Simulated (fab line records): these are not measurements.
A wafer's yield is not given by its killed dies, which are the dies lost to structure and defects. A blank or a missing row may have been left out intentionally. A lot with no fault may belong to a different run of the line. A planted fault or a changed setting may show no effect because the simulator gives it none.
Chamber matching | flow n5_finfet | 4 sister chambers for N5_BEOL_M11_ALD_74 on ald_metal-04
The step deposits TaN, target thk 2 nm, pulse time 2 s, purge time 3 s. 14 wafers are shown with their chamber, then 7 later ones without.

== EACH WAFER AND ITS CHAMBER ==
wafer  | chamber | heater_power_w (W) | precursor_vessel_temp_c (C)
L074.3 | 3       | 452                | 75.24
L074.4 | 1       | 409                | 74.96
L074.5 | 0       | 359                | 74.94
L076.2 | 0       | 364                | 74.79
L076.3 | 2       | 389                | 75.10
L076.4 | 3       | 449                | 74.97
L083.1 | 3       | 460                | 75.17
L083.3 | 0       | 367                | 75.12
L083.4 | 1       | 402                | 74.84
L086.4 | 1       | 405                | 74.87
L086.5 | 2       | 398                | 74.94
L086.6 | 3       | 447                | 75.04
L085.3 | 3       | 452                | 75.00
L085.4 | 2       | 393                | 74.93

SIGNATURES, as means of the wafers listed above
reading                 | chamber 0 | chamber 1 | chamber 2 | chamber 3 | scatter within a chamber
heater_power_w          | 363.33    | 405.33    | 393.33    | 452.00    | 4.43
precursor_vessel_temp_c | 74.9500   | 74.8900   | 74.9900   | 75.0840   | 0.116
Rule: distance of a wafer from a chamber = root of the sum over the readings of ((wafer's reading minus chamber's mean) / reading's scatter) squared. If the next closest chamber is less than 2 further off than the closest, the wafer can't be placed; otherwise it belongs to the closest. The scatter: the root of (the sum of the squares of (reading less its chamber's mean) over the shown wafers, divided by (wafers less chambers)).

== WAFERS WITH NO CHAMBER GIVEN ==
wafer  | heater_power_w (W) | precursor_vessel_temp_c (C)
L085.5 | 453                | 74.90
L088.2 | 361                | 74.83
L088.4 | 398                | 75.11
L088.5 | 362                | 74.97
L095.2 | 372                | 75.18
L095.3 | 355                | 74.78
L095.5 | 387                | 75.19

== EACH ONE'S CHAMBER ==
wafer  | from the rows above     | in truth
L085.5 | 3                       | 3
L088.2 | 0                       | 0
L088.4 | can't be placed: 2 or 1 | 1
L088.5 | 0                       | 0
L095.2 | 0                       | 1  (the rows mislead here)
L095.3 | 0                       | 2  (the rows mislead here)
L095.5 | 2                       | 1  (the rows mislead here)
3 of 7 placed correctly. These rows do not allow placing 1 (true chamber among the candidates in 1). Placed wrongly: 3.
